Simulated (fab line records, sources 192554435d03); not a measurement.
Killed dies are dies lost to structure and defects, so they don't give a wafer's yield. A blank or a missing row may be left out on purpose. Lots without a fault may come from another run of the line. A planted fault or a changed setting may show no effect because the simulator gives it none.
fab line records | flow n5_finfet
record lots=5 wafers=15 last_day=17
route steps=1938 shown BEOL_M5@1184 BEOL_M6@1194
lots that met no fault: from a run of the same line without faults
start_h: hours from the record's first day to the start of the lot's first wafer shown | wait_h: hours since the lot's step before | " the same as in the row above | L1.1+2: a row that stands for several wafers | - no value, or no start given | * or withheld: withheld | < > ~ a bound
route shown NAME@n: a module of which the file shows steps, and the number in the route of the first | usual: mean/standard deviation of fault-free wafers | same: alike in all rows | chamber/n: place in a boat | sites: the reading at each site | _std_site: their standard deviation | _edge_site: outer sites' mean less inner sites' | radius_mm: how far each site lies from the wafer's centre | mask NAME#n: copy n | behind: the tool/chamber that last shaped the wafer | hold: why the lot was held/for how many hours/how that ended | device: the transistor (n, p or np) that didn't switch | end of line: the same wafers' tests at the end of the route | a step without rows: its recipe alone | killed: dies lost to structure and defects at the first sort, not the wafer's yield | map: a wafer's dies, x killed, . not, _ none there
set.NAME: the setting as run; set.NAME@STEP: as run at that earlier step | model.NAME: the simulator's own value behind a step, which no gauge read
lots at some steps of the route; a table a step, a row a wafer
services: from which hour (start_h, from the record's first day; less than 0 if before it) a tool's chamber was out of use, for how many hours, and why
## steps
# step N5_BEOL_M5_ECD_50
# recipe material=Cu target_thk_a=3000
# columns lot.wafer tool chamber start_h wait_h
L082.1+3+5 ecd_cu-02 0,1,0 220.03 0.1
L088.1+4+6 ecd_cu-02 0,0,1 257.78 0.1
L092.1+3+5 ecd_cu-02 1,0,1 287.56 0.1
L093.1+3+4 ecd_cu-01 1,0,1 300.89 0.1
L094.2+3+5 ecd_cu-01 0,0,1 313.88 0.1
# step N5_BEOL_M5_ANNEAL_51
# recipe temp_c=225 time_s=90 ambient=N2
# usual anneal_temp_c_max=225.73/0.21 wafer_temp_C_max=226.06/0.23
# columns lot.wafer tool chamber start_h wait_h anneal_temp_c_max wafer_temp_C_max
L082.1 rtp_anneal-02 0 220.12 0.1 225.70 226.02
L082.3 " 0 " " 225.44 226.18
L082.5 " 0 " " 225.87 226.01
L088.1 rtp_anneal-02 0 257.87 0.1 225.75 225.88
L088.4 " 0 " " 225.60 225.64
L088.6 " 0 " " 225.86 226.68
L092.1 rtp_anneal-02 0 287.64 0.1 225.63 226.55
L092.3 " 0 " " 225.74 226.23
L092.5 " 0 " " 225.66 226.26
L093.1 rtp_anneal-01 0 301.00 0.1 225.60 225.56
L093.3 " 0 " " 225.76 226.13
L093.4 " 0 " " 225.84 225.45
L094.2 rtp_anneal-01 0 314.01 0.1 225.34 225.74
L094.3 " 0 " " 225.88 225.71
L094.5 " 0 " " 225.95 225.66
# step N5_BEOL_M5_CMP_52
# recipe stop_on=SiCOH_lowk t_overpolish_s=6.9 down_force_psi=1 platen_rpm=50 clearing_platen_down_force_psi=1.5 clearing_platen_rpm=50 post_cmp_clean=cu_alkaline target_thk_nm=62 clearing_platen_pad_velocity_m_s=0.99484 pad_velocity_m_s=0.99484
# usual barrier_field_endpoint_s=24.6/0.57 motor_current_A=5.9/0.51 overpolish_run_s=6.900/0.0096 pad_life_wafers=1047/550 time_to_endpoint_s=61.7/2.8
# columns lot.wafer tool chamber start_h wait_h barrier_field_endpoint_s motor_current_A overpolish_run_s pad_life_wafers time_to_endpoint_s
L082.1 cmp-02 0 220.59 0.4 24.3 5.2 6.888 2016 59.6
L082.3 " 3 " " 24.0 5.1 6.905 2019 57.1
L082.5 " 1 " " 24.1 6.2 6.886 - 56.7
L088.4 cmp-03 2 258.17 0.1 25.3 6.2 6.885 1056 63.2
L088.1 " 0 " " 24.2 5.8 6.917 1058 61.1
L088.6 " 2 " " 24.8 6.5 6.886 - 63.4
L092.3 cmp-03 3 287.94 0.2 24.9 5.7 6.893 1272 64.5
L092.1 " 2 " " 25.8 6.4 6.889 1275 66.1
L092.5 " 3 " " 25.1 5.7 6.901 - 64.9
L093.1 cmp-02 0 301.30 0.3 24.8 5.3 6.901 426 62.8
L093.3 " 1 " " 24.0 6.1 6.924 427 60.5
L093.4 " 3 " " 24.8 5.0 6.901 429 62.0
L094.2 cmp-01 2 314.35 0.3 23.8 5.4 6.900 50 59.8
L094.3 " 3 " " 24.3 6.1 6.893 51 63.1
L094.5 " 0 " " 24.2 6.1 6.903 - 61.6
# step N5_BEOL_M5_THK_MEAS_53
# recipe thk_meas_gauge=xrf reads=Cu_of_BEOL_M5_ECD_50
# usual M5_THK=62.1/1.6
# columns lot.wafer tool chamber start_h wait_h M5_THK[nm]
L082.1 film_metro-02 - 220.89 - 60.2
L082.3 " - " " 62.7
L082.5 " - " " 60.3
L088.1 film_metro-01 - 258.46 - 66.1
L088.4 " - " " 61.2
L088.6 " - " " 62.9
L092.1 film_metro-02 - 288.23 - 61.2
L092.3 " - " " 64.4
L092.5 " - " " 63.7
L093.1 film_metro-01 - 301.59 - 61.4
L093.3 " - " " 60.6
L093.4 " - " " 62.8
L094.2 film_metro-01 - 314.57 - 62.4
L094.3 " - " " 62.4
L094.5 " - " " 62.7
# step N5_BEOL_M5_PRE_CLEAN_77
# recipe gas=NH3/H2 time_s=15 temp_c=* rf_power_w=300
# usual heater_power_w=77/8.5
# columns lot.wafer tool chamber start_h wait_h heater_power_w
L082.1 cvd_co-01 1 220.93 0.0 84
L082.3 " 0 " " 77
L082.5 " 1 " " 85
L088.1 cvd_co-02 2 258.50 0.0 72
L088.4 " 0 " " 52
L088.6 " 1 " " 81
L092.1 cvd_co-01 0 288.36 0.1 78
L092.3 " 2 " " 76
L092.5 " 2 " " 78
L093.1 cvd_co-02 0 301.63 0.0 52
L093.3 " 2 " " 75
L093.4 " 0 " " 54
L094.2 cvd_co-01 2 314.60 0.0 76
L094.3 " 1 " " 86
L094.5 " 1 " " 86
# step N5_BEOL_M5_CO_CAP_78
# recipe material=Co target_thk_a=20 temp_c=200 precursor=CCTBA/H2 pressure_torr=30 time_s=102.1
# usual heater_power_w=226/11
# columns lot.wafer tool chamber start_h wait_h heater_power_w
L082.1 cvd_co-01 1 220.97 0.0 241
L082.3 " 0 " " 225
L082.5 " 1 " " 238
L088.1 cvd_co-02 2 258.54 0.0 214
L088.4 " 0 " " 201
L088.6 " 1 " " 237
L092.1 cvd_co-01 0 288.40 0.0 231
L092.3 " 2 " " 229
L092.5 " 2 " " 222
L093.1 cvd_co-02 0 301.67 0.0 196
L093.3 " 2 " " 223
L093.4 " 0 " " 199
L094.2 cvd_co-01 2 314.64 0.0 224
L094.3 " 1 " " 232
L094.5 " 1 " " 240
# step N5_BEOL_M5_PRE_CLEAN_55
# recipe gas=NH3 time_s=15 temp_c=withheld rf_power_w=300
# columns lot.wafer tool chamber start_h wait_h
L082.1+3+5 pecvd-01 1,0,2 221.06 0.1
L088.1+4+6 pecvd-04 2,0,1 258.63 0.1
L092.1+3+5 pecvd-04 1,0,2 288.49 0.1
L093.1+3+4 pecvd-04 1,2,1 301.76 0.1
L094.2+3+5 pecvd-01 1,0,2 314.74 0.1
# step N5_BEOL_M5_DEP_56
# recipe material=SiCN target_thk_a=80 temp_c=withheld precursor=3MS/NH3 pressure_torr=3 rf_w=202 time_s=14
# usual showerhead_plenum_p_Torr=3.664/0.013 throttle_valve_pct=8.8/0.43
# columns lot.wafer tool chamber start_h wait_h showerhead_plenum_p_Torr throttle_valve_pct
L082.1 pecvd-01 1 221.08 0.0 3.653 8.8
L082.3 " 0 " " 3.630 9.3
L082.5 " 2 " " 3.663 8.2
L088.1 pecvd-04 2 258.66 0.0 3.658 8.2
L088.4 " 0 " " 3.667 9.2
L088.6 " 1 " " 3.670 8.8
L092.1 pecvd-04 1 288.52 0.0 3.652 9.0
L092.3 " 0 " " 3.675 9.2
L092.5 " 2 " " 3.662 8.4
L093.1 pecvd-04 1 301.79 0.0 3.669 9.2
L093.3 " 2 " " 3.661 8.5
L093.4 " 1 " " 3.650 8.9
L094.2 pecvd-01 1 314.76 0.0 3.667 9.1
L094.3 " 0 " " 3.637 9.3
L094.5 " 2 " " 3.662 7.8
# step N5_BEOL_M5_RS_MEAS_57
# recipe thk_meas_gauge=four-point-probe reads=Co_of_BEOL_M5_CO_CAP_78+Cu_of_BEOL_M5_ECD_50+Co_of_BEOL_M5_CVD_47+TaN_of_BEOL_M5_ALD_86
# usual M5_RS=0.390/0.012
# columns lot.wafer tool chamber start_h wait_h M5_RS[ohm/sq]
L082.1 film_metro-01 - 221.15 0.0 0.407
L082.3 " - " " 0.389
L082.5 " - " " 0.407
L088.1 film_metro-02 - 258.72 0.0 0.359
L088.4 " - " " 0.395
L088.6 " - " " 0.383
L092.1 film_metro-02 - 288.58 0.0 0.398
L092.3 " - " " 0.375
L092.5 " - " " 0.380
L093.1 film_metro-02 - 301.86 0.0 0.398
L093.3 " - " " 0.403
L093.4 " - " " 0.385
L094.2 film_metro-01 - 314.83 0.1 0.386
L094.3 " - " " 0.387
L094.5 " - " " 0.383
# step N5_BEOL_M5_INSPECT_58
# recipe inspect_instrument=darkfield mode=post_dep
# usual raw_defect_count=73/24
# columns lot.wafer tool chamber start_h wait_h raw_defect_count
L082.1 defect_inspect-02 - 221.17 0.0 53
L082.3 " - " " 57
L082.5 " - " " 72
L088.1 defect_inspect-02 - 258.75 0.0 64
L088.4 " - " " 92
L088.6 " - " " 66
L092.1 defect_inspect-02 - 288.61 0.0 98
L092.3 " - " " 42
L092.5 " - " " 62
L093.1 defect_inspect-01 - 301.88 0.0 80
L093.3 " - " " 105
L093.4 " - " " 43
L094.2 defect_inspect-01 - 314.85 0.0 101
L094.3 " - " " 95
L094.5 " - " " 75
# step N5_BEOL_M6_ILD_DEP_00
# recipe material=SiCOH_lowk target_thk_a=1797.5 temp_c=300 precursor=DEMS/porogen pressure_torr=5 rf_w=500 time_s=33.4
# usual heater_power_w=323/46 showerhead_plenum_p_Torr=5.738/0.018 throttle_valve_pct=13.7/0.55
# columns lot.wafer tool chamber start_h wait_h heater_power_w showerhead_plenum_p_Torr throttle_valve_pct
L082.1 pecvd-03 2 221.21 0.0 405 5.738 13.5
L082.3 " 0 " " 365 5.719 13.8
L082.5 " 1 " " 331 5.730 13.6
L088.1 pecvd-02 1 258.79 0.0 343 5.732 14.5
L088.4 " 0 " " 312 5.744 13.5
L088.6 " 1 " " 346 5.753 14.6
L092.1 pecvd-01 2 288.65 0.0 255 5.749 12.3
L092.3 " 1 " " 254 5.725 13.9
L092.5 " 2 " " 255 5.731 12.5
L093.1 pecvd-03 2 301.92 0.0 355 5.741 14.2
L093.3 " 0 " " 368 5.729 13.8
L093.4 " 0 " " 368 5.728 14.0
L094.2 pecvd-02 1 314.89 0.0 300 5.741 14.1
L094.3 " 0 " " 347 5.743 13.7
L094.5 " 0 " " 350 5.745 13.5
# step N5_BEOL_M6_CURE_74
# recipe temp_c=385 time_s=240 ambient=He/Ar material=SiCOH_lowk
# usual lamp_power_pct=52.31/0.05 wafer_temp_C_max=386.8/0.53
# columns lot.wafer tool chamber start_h wait_h lamp_power_pct wafer_temp_C_max
L082.1 uv_cure-02 1 221.28 0.0 52.28 387.4
L082.3 " 1 " " 52.33 386.9
L082.5 " 1 " " 52.33 387.3
L088.1 uv_cure-03 1 258.85 0.0 52.28 388.3
L088.4 " 1 " " 52.24 386.8
L088.6 " 1 " " 52.35 387.0
L092.1 uv_cure-02 2 288.71 0.0 52.32 386.4
L092.3 " 2 " " 52.26 386.6
L092.5 " 2 " " 52.32 386.1
L093.1 uv_cure-03 2 302.12 0.2 52.34 386.0
L093.3 " 2 " " 52.27 386.4
L093.4 " 2 " " 52.27 386.2
L094.2 uv_cure-02 0 315.12 0.2 52.35 386.9
L094.3 " 0 " " 52.38 386.7
L094.5 " 0 " " 52.39 386.6
# step N5_BEOL_M6_THK_MEAS_01
# recipe reads=SiCOH_lowk_of_BEOL_M6_ILD_DEP_00
# usual M6_ILD_THK=154.2/2
# columns lot.wafer tool chamber start_h wait_h M6_ILD_THK[nm]
L082.1 film_metro-02 - 222.27 0.8 153.2
L082.3 " - " " 152.6
L082.5 " - " " 156.7
L088.1 film_metro-01 - 259.36 0.4 154.8
L088.4 " - " " 157.1
L088.6 " - " " 156.0
L092.1 film_metro-02 - 289.70 0.8 151.4
L092.3 " - " " 154.8
L092.5 " - " " 153.1
L093.1 film_metro-01 - 302.63 0.4 155.0
L093.3 " - " " 153.4
L093.4 " - " " 157.1
L094.2 film_metro-02 - 315.95 0.7 152.9
L094.3 " - " " 155.0
L094.5 " - " " 155.9
# step N5_BEOL_M6_PECVD_70
# recipe material=SiO2 target_thk_a=200 temp_c=400 precursor=TEOS/O2 pressure_torr=5.5 rf_w=450 teos_flow_sccm=53.8 gas=O2 flow_sccm=3000 time_s=22.7
# usual heater_power_w=703/93 showerhead_plenum_p_Torr=8.78/0.085 throttle_valve_pct=22.0/0.99
# columns lot.wafer tool chamber start_h wait_h heater_power_w showerhead_plenum_p_Torr throttle_valve_pct
L082.1 pecvd-02 1 222.31 0.0 690 8.81 23.4
L082.3 " 0 " " 744 8.81 21.5
L082.5 " 1 " " 694 8.82 23.2
L088.1 pecvd-02 2 259.40 0.0 664 8.93 20.7
L088.4 " 0 " " 712 8.80 21.7
L088.6 " 1 " " 768 8.82 23.2
L092.1 pecvd-03 2 289.74 0.0 866 8.79 22.2
L092.3 " 1 " " 746 8.75 22.5
L092.5 " 0 " " 827 8.71 22.4
L093.1 pecvd-03 1 302.67 0.0 698 8.76 21.9
L093.3 " 2 " " 895 8.77 22.4
L093.4 " 0 " " 854 8.72 21.7
L094.2 pecvd-02 2 315.99 0.0 649 8.95 21.0
L094.3 " 1 " " 661 8.84 23.5
L094.5 " 0 " " 718 8.83 21.8
# step N5_BEOL_M6_HM_DEP_02
# recipe material=TiN target_thk_a=200 temp_c=25 chamber_pressure_pa=0.49996
# usual throttle_valve_pct=29.8/0.99
# columns lot.wafer tool chamber start_h wait_h throttle_valve_pct
L082.1 pvd_sputter-03 - 223.19 0.9 28.6
L082.3 " - " " 29.9
L082.5 " - " " 30.5
L088.1 pvd_sputter-01 - 260.85 1.4 30.1
L088.4 " - " " 30.1
L088.6 " - " " 29.5
L092.1 pvd_sputter-02 - 290.77 1.0 28.8
L092.3 " - " " 29.0
L092.5 " - " " 29.1
L093.1 pvd_sputter-03 - 303.35 0.7 30.4
L093.3 " - " " 28.7
L093.4 " - " " 29.3
L094.2 pvd_sputter-02 - 316.31 0.3 29.3
L094.3 " - " " 29.1
L094.5 " - " " 29.2
# step N5_BEOL_M6_COAT_59
# recipe resist=SOC temp_c=250 time_s=60 spin_rpm=1500 resist_thk_nm=100
# usual heater_power_total_W=500.5/1.8 resist_line_temp_C=23.03/0.11
# columns lot.wafer tool chamber start_h wait_h heater_power_total_W resist_line_temp_C
L082.1 litho_track-03 0 223.31 0.1 500.2 22.95
L082.3 " 0 " " 499.0 23.04
L082.5 " 0 " " 502.6 23.01
L088.1 litho_track-05 0 260.97 0.1 499.0 22.86
L088.4 " 0 " " 500.4 22.95
L088.6 " 0 " " 501.8 22.89
L092.1 litho_track-01 0 290.89 0.1 503.2 22.95
L092.3 " 0 " " 498.8 22.81
L092.5 " 0 " " 502.5 22.92
L093.1 litho_track-05 0 303.48 0.1 501.7 22.85
L093.3 " 0 " " 497.5 22.99
L093.4 " 0 " " 499.6 22.96
L094.2 litho_track-01 0 316.44 0.1 502.5 23.27
L094.3 " 0 " " 502.3 23.19
L094.5 " 0 " " 502.5 23.25
# step N5_BEOL_M6_COAT_60
# recipe resist=SiARC temp_c=220 time_s=60 spin_rpm=1500 resist_thk_nm=35
# usual heater_power_total_W=427.5/2 resist_line_temp_C=23.01/0.095
# columns lot.wafer tool chamber start_h wait_h heater_power_total_W resist_line_temp_C
L082.1 litho_track-03 0 - - 426.7 23.08
L082.3 " 0 " " 426.9 23.11
L082.5 " 0 " " 424.3 23.03
L088.1 litho_track-05 0 - - 427.1 22.81
L088.4 " 0 " " 426.4 23.01
L088.6 " 0 " " 427.5 23.05
L092.1 litho_track-01 0 - - 427.3 23.23
L092.3 " 0 " " 426.6 23.21
L092.5 " 0 " " 424.4 23.24
L093.1 litho_track-05 0 - - 426.6 22.93
L093.3 " 0 " " 424.3 22.88
L093.4 " 0 " " 424.1 23.05
L094.2 litho_track-01 0 - - 429.2 22.98
L094.3 " 0 " " 428.8 22.94
L094.5 " 0 " " 427.6 22.84
# step N5_BEOL_M6_COAT_05
# recipe resist=CAR-ArF spin_rpm=1500 resist_thk_nm=90
# usual resist_line_temp_C=23.02/0.11
# columns lot.wafer tool chamber start_h wait_h resist_line_temp_C
L082.1 litho_track-03 0 - - 22.99
L082.3 " 0 " " 22.98
L082.5 " 0 " " 23.12
L088.1 litho_track-05 0 - - 22.90
L088.4 " 0 " " 23.06
L088.6 " 0 " " 22.84
L092.1 litho_track-01 0 - - 22.93
L092.3 " 0 " " 23.04
L092.5 " 0 " " 23.02
L093.1 litho_track-05 0 - - 22.97
L093.3 " 0 " " 22.88
L093.4 " 0 " " 22.90
L094.2 litho_track-01 0 - - 22.94
L094.3 " 0 " " 22.79
L094.5 " 0 " " 22.95
# step N5_BEOL_M6_EBR_07
# recipe solvent=PGMEA ebr_width_mm=1.5
# usual resist_line_temp_C=22.99/0.094
# columns lot.wafer tool chamber start_h wait_h resist_line_temp_C
L082.1 litho_track-03 0 - - 22.74
L082.3 " 0 " " 22.80
L082.5 " 0 " " 22.95
L088.1 litho_track-05 0 - - 23.01
L088.4 " 0 " " 23.02
L088.6 " 0 " " 22.91
L092.1 litho_track-01 0 - - 23.06
L092.3 " 0 " " 23.14
L092.5 " 0 " " 22.87
L093.1 litho_track-05 0 - - 22.89
L093.3 " 0 " " 22.98
L093.4 " 0 " " 22.97
L094.2 litho_track-01 0 - - 22.99
L094.3 " 0 " " 22.98
L094.5 " 0 " " 23.03
# step N5_BEOL_M6_SOFTBAKE_06
# recipe temp_c=110 time_s=60 resist=CAR-ArF
# usual heater_power_total_W=175.1/1.6 resist_line_temp_C=22.99/0.099
# columns lot.wafer tool chamber start_h wait_h heater_power_total_W resist_line_temp_C
L082.1 litho_track-03 0 - - 173.3 23.00
L082.3 " 0 " " 176.3 22.97
L082.5 " 0 " " 175.9 22.71
L088.1 litho_track-05 0 - - 177.6 23.05
L088.4 " 0 " " 175.9 23.03
L088.6 " 0 " " 173.0 23.17
L092.1 litho_track-01 0 - - 174.8 23.19
L092.3 " 0 " " 176.4 23.12
L092.5 " 0 " " 174.4 22.97
L093.1 litho_track-05 0 - - 175.7 22.75
L093.3 " 0 " " 173.0 22.94
L093.4 " 0 " " 177.3 22.83
L094.2 litho_track-01 0 - - 177.5 23.07
L094.3 " 0 " " 173.7 23.02
L094.5 " 0 " " 177.3 23.11
# step N5_BEOL_M6_EXPOSE_08
# recipe mask_id=M6 na=1.35 source_shape=dipole sigma_inner=0.817 sigma_outer=0.97 polarization=te dose_mj=68.25
# columns lot.wafer tool chamber start_h wait_h mask
L082.1+3+5 arfi_scanner-02 0 223.43 - M6#0
L088.1+4+6 arfi_scanner-03 0 261.09 - M6#0
L092.1+3+5 arfi_scanner-02 0 291.01 - M6#0
L093.1+3+4 arfi_scanner-02 0 303.59 - M6#0
L094.2+3+5 arfi_scanner-03 0 316.69 - M6#0
# step N5_BEOL_M6_PEB_09
# recipe peb_temp_c=withheld peb_time_s=60 resist=CAR-ArF
# usual resist_line_temp_C=23.00/0.097
# same peb_time_s=60
# columns lot.wafer tool chamber start_h wait_h resist_line_temp_C
L082.1 litho_track-05 0 223.49 0.1 23.16
L082.3 " 0 " " 22.82
L082.5 " 0 " " 22.99
L088.1 litho_track-01 0 261.15 0.1 23.02
L088.4 " 0 " " 22.97
L088.6 " 0 " " 23.10
L092.1 litho_track-01 0 291.07 0.1 23.13
L092.3 " 0 " " 23.08
L092.5 " 0 " " 23.17
L093.1 litho_track-05 0 303.66 0.1 22.89
L093.3 " 0 " " 22.93
L093.4 " 0 " " 22.88
L094.2 litho_track-01 0 316.75 0.0 23.08
L094.3 " 0 " " 23.16
L094.5 " 0 " " 23.01
# step N5_BEOL_M6_DEVELOP_10
# recipe develop_time_s=30 developer=TMAH resist=CAR-ArF rinse_liquid=diw dry=air_spin dev_temp_c=23
# usual resist_line_temp_C=23.01/0.1
# columns lot.wafer tool chamber start_h wait_h resist_line_temp_C
L082.1 litho_track-05 0 - - 23.07
L082.3 " 0 " " 22.90
L082.5 " 0 " " 22.98
L088.1 litho_track-01 0 - - 22.99
L088.4 " 0 " " 23.15
L088.6 " 0 " " 23.11
L092.1 litho_track-01 0 - - 23.12
L092.3 " 0 " " 23.14
L092.5 " 0 " " 23.11
L093.1 litho_track-05 0 - - 23.12
L093.3 " 0 " " 23.07
L093.4 " 0 " " 23.08
L094.2 litho_track-01 0 - - 22.86
L094.3 " 0 " " 22.94
L094.5 " 0 " " 22.79
# step N5_BEOL_M6_CD_MEAS_11
# recipe target_cd_nm=38.5 landing_energy_ev=500 detector=se_inlens polarity=opening
# usual cd_nm=38.5/0.49
# columns lot.wafer tool chamber start_h wait_h cd_nm
L082.1 cd_sem-01 0 223.56 - 38.1
L082.3 " 0 " " 38.0
L082.5 " 0 " " 37.8
L088.1 cd_sem-03 0 261.22 - 38.7
L088.4 " 0 " " 39.2
L088.6 " 0 " " 39.6
L092.1 cd_sem-02 0 291.14 - 38.9
L092.3 " 0 " " 39.4
L092.5 " 0 " " 39.1
L093.1 cd_sem-01 0 303.72 - 38.3
L093.3 " 0 " " 38.5
L093.4 " 0 " " 38.7
L094.2 cd_sem-01 0 316.81 - 38.6
L094.3 " 0 " " 38.2
L094.5 " 0 " " 38.6
# step N5_BEOL_M6_OVL_MEAS_12
# recipe points_per_wafer=44
# usual M6_OVL=0.5/0.65
# columns lot.wafer tool chamber start_h wait_h M6_OVL[nm]
L082.1 overlay-01 0 223.59 0.0 0.3
L082.3 " 0 " " 0.7
L082.5 " 0 " " 0.7
L088.1 overlay-01 0 261.25 0.0 -0.6
L088.4 " 0 " " 0.3
L088.6 " 0 " " 1.2
L092.1 overlay-02 0 291.17 0.0 1.4
L092.3 " 0 " " 1.9
L092.5 " 0 " " 0.8
L093.1 overlay-01 0 303.75 0.0 -0.9
L093.3 " 0 " " -0.4
L093.4 " 0 " " 1.1
L094.2 overlay-02 0 316.84 0.0 2.4
L094.3 " 0 " " 1.5
L094.5 " 0 " " 1.5
# step N5_BEOL_M6_INSPECT_13
# recipe mode=adi inspect_instrument=brightfield
# usual raw_defect_count=428/100
# columns lot.wafer tool chamber start_h wait_h raw_defect_count
L082.1 defect_inspect-01 - 223.61 0.0 263
L082.3 " - " " 322
L082.5 " - " " 396
L088.1 defect_inspect-02 - 261.27 0.0 418
L088.4 " - " " 542
L088.6 " - " " 432
L092.1 defect_inspect-01 - 291.19 0.0 374
L092.3 " - " " 432
L092.5 " - " " 577
L093.1 defect_inspect-02 - 303.78 0.0 305
L093.3 " - " " 558
L093.4 " - " " 253
L094.2 defect_inspect-01 - 316.87 0.0 357
L094.3 " - " " 465
L094.5 " - " " 338
# step N5_BEOL_M6_DESCUM_16
# recipe chemistry=O2 time_s=7.9 source_power_w=50 bias_power_w=20 pressure_mtorr=20 rf_frequency_hz=2.712e+07 temp_c=40 resist=CAR-ArF o2_flow_sccm=225
# usual drypump_motor_current_A=5.8/0.45 oes_product_au=0.83/0.074 rf_vpp_V=243.6/1.1 showerhead_plenum_p_Torr=2.11/0.064 throttle_valve_pct=20.37/0.21
# columns lot.wafer tool chamber start_h wait_h drypump_motor_current_A oes_product_au rf_hours_counter_h rf_vpp_V showerhead_plenum_p_Torr throttle_valve_pct
L082.1 rie_diel-03 0 223.65 0.0 5.9 0.90 31 244.2 2.13 20.50
L082.3 " 1 " " 6.0 0.84 59 242.8 2.03 20.41
L082.5 " 1 " " 6.0 0.84 - 242.2 2.03 20.42
L088.1 rie_diel-01 2 261.54 0.3 5.3 0.92 13 243.2 2.04 20.21
L088.4 " 0 " " 6.7 0.90 - 243.4 2.15 20.31
L088.6 " 2 " " 5.3 0.91 - 242.6 2.04 20.24
L092.1 rie_diel-03 2 291.23 0.0 5.3 0.83 68 243.5 2.12 20.42
L092.3 " 3 " " 5.7 0.87 45 242.5 2.04 20.07
L092.5 " 2 " " 5.3 0.83 - 244.5 2.12 20.42
L093.1 rie_diel-06 1 303.86 0.1 6.0 0.83 82 244.0 2.23 20.36
L093.3 " 2 " " 5.5 0.90 37 243.0 2.13 20.29
L093.4 " 0 " " 5.1 0.75 181 243.1 2.14 20.34
L094.2 rie_diel-01 0 316.90 0.0 6.7 0.87 43 241.7 2.14 20.32
L094.3 " 2 " " 5.3 0.89 27 244.4 2.04 20.23
L094.5 " 0 " " 6.7 0.86 - 243.7 2.14 20.31
# step N5_BEOL_M6_ETCH_61
# recipe chemistry=CF4 target=SiARC target_depth_a=455 mask_material=CAR-ArF time_s=75.8 ion_energy_ev=80 pressure_mtorr=40 source_w=545 bias_w=36 Ar_flow_sccm=100 cf4_flow_sccm=100 ends=cleared
# usual drypump_motor_current_A=5.8/0.45 etch_rf_on_time_s=75.0/2.1 oes_product_au=0.72/0.063 rf_vpp_V=184.3/0.96 showerhead_plenum_p_Torr=2.17/0.057 throttle_valve_pct=15.56/0.24
# columns lot.wafer tool chamber start_h wait_h drypump_motor_current_A etch_rf_on_time_s oes_product_au rf_hours_counter_h rf_vpp_V showerhead_plenum_p_Torr throttle_valve_pct
L082.1 rie_diel-03 0 223.68 0.0 5.9 76.8 0.76 31 186.1 2.18 15.66
L082.3 " 1 " " 6.0 75.7 0.73 59 183.3 2.09 15.56
L082.5 " 1 " " 6.0 74.6 0.73 - 183.7 2.09 15.56
L088.1 rie_diel-01 2 261.58 0.0 5.3 72.0 0.81 13 183.8 2.10 15.43
L088.4 " 0 " " 6.7 73.6 0.76 - 185.5 2.18 15.43
L088.6 " 2 " " 5.3 72.0 0.81 - 184.6 2.11 15.44
L092.1 rie_diel-03 2 291.26 0.0 5.3 78.0 0.71 68 184.9 2.16 15.59
L092.3 " 3 " " 5.8 71.5 0.77 45 183.8 2.09 15.24
L092.5 " 2 " " 5.3 77.5 0.71 - 184.6 2.16 15.61
L093.1 rie_diel-06 1 303.89 0.0 6.0 75.3 0.70 82 186.4 2.25 15.41
L093.3 " 2 " " 5.6 76.5 0.77 37 184.1 2.18 15.48
L093.4 " 0 " " 5.1 78.3 0.63 181 185.7 2.22 15.74
L094.2 rie_diel-01 0 316.94 0.0 6.7 75.7 0.74 43 185.6 2.18 15.46
L094.3 " 2 " " 5.3 72.9 0.78 27 184.4 2.10 15.46
L094.5 " 0 " " 6.7 75.1 0.74 - 184.2 2.18 15.46
# step N5_BEOL_M6_ETCH_62
# recipe chemistry=N2/H2 target=SOC target_depth_a=1100 overetch_a=220 mask_material=SiARC temp_c=40 time_s=165 ion_energy_ev=200 pressure_mtorr=30 source_w=840 bias_w=150 n2_flow_sccm=200 h2_flow_sccm=200
# usual drypump_motor_current_A=5.8/0.45 oes_product_au=0.71/0.06 rf_vpp_V=524.7/2 showerhead_plenum_p_Torr=2.58/0.073 throttle_valve_pct=17.82/0.28
# columns lot.wafer tool chamber start_h wait_h drypump_motor_current_A oes_product_au rf_hours_counter_h rf_vpp_V showerhead_plenum_p_Torr throttle_valve_pct
L082.1 rie_diel-03 0 223.74 0.0 5.9 0.76 31 525.4 2.58 17.90
L082.3 " 1 " " 6.0 0.71 59 523.0 2.47 17.80
L082.5 " 1 " " 6.0 0.71 - 522.5 2.47 17.80
L088.1 rie_diel-01 2 261.64 0.0 5.3 0.78 13 522.9 2.50 17.66
L088.4 " 0 " " 6.7 0.75 - 525.2 2.61 17.63
L088.6 " 2 " " 5.3 0.78 - 523.6 2.50 17.66
L092.1 rie_diel-03 2 291.32 0.0 5.3 0.71 68 524.7 2.58 17.90
L092.3 " 3 " " 5.7 0.74 45 522.1 2.48 17.55
L092.5 " 2 " " 5.3 0.70 - 524.6 2.58 17.89
L093.1 rie_diel-06 1 303.95 0.0 6.1 0.70 82 526.7 2.68 17.62
L093.3 " 2 " " 5.6 0.77 37 524.9 2.60 17.82
L093.4 " 0 " " 5.2 0.64 181 526.0 2.64 18.05
L094.2 rie_diel-01 0 316.99 0.0 6.7 0.72 43 524.4 2.60 17.67
L094.3 " 2 " " 5.3 0.75 27 523.3 2.49 17.68
L094.5 " 0 " " 6.7 0.73 - 524.1 2.60 17.68
# step N5_BEOL_M6_STRIP_68
# recipe chemistry=N2/H2 temp_c=40 n2_flow_sccm=200 h2_flow_sccm=200 rf_frequency_hz=6e+07
# columns lot.wafer tool chamber start_h wait_h
L082.1+3+5 rie_diel-03 0,1,1 223.87 0.1
L088.1+4+6 rie_diel-01 2,0,2 261.77 0.1
L092.1+3+5 rie_diel-03 2,3,2 291.45 0.1
L093.1+3+4 rie_diel-06 1,2,0 304.08 0.1
L094.2+3+5 rie_diel-01 0,2,0 317.13 0.1
## services
# columns tool chamber start_h hours kind
arfi_scanner-02 - 203.30 1.0 pm
pecvd-02 - 206.05 3.1 repair
uv_cure-03 - 217.02 2.8 pm
pecvd-02 - 217.20 2.8 pm
cmp-03 - 219.00 2.2 repair
arfi_scanner-02 - 220.19 0.2 repair
rie_diel-03 - 221.21 0.3 repair
arfi_scanner-03 - 222.64 1.5 pm
uv_cure-03 - 225.74 0.6 repair
ecd_cu-02 - 228.96 1.5 repair
pecvd-03 - 230.62 5.5 pm
arfi_scanner-02 - 232.66 1.3 pm
pecvd-02 1 235.00 3.7 repair
arfi_scanner-02 - 238.48 1.0 pm
arfi_scanner-02 - 242.40 20.2 repair
uv_cure-02 - 245.75 14.6 pm
cvd_co-01 1 257.55 8.4 repair
uv_cure-02 - 260.35 7.5 pm
pecvd-04 1 265.09 6.4 repair
rie_diel-03 1 267.61 8.5 repair
rie_diel-01 - 282.13 15.6 pm
rie_diel-03 0 288.61 3.7 repair
arfi_scanner-02 - 298.56 3.9 pm
pecvd-04 0 302.31 12.1 repair
## key
fault none
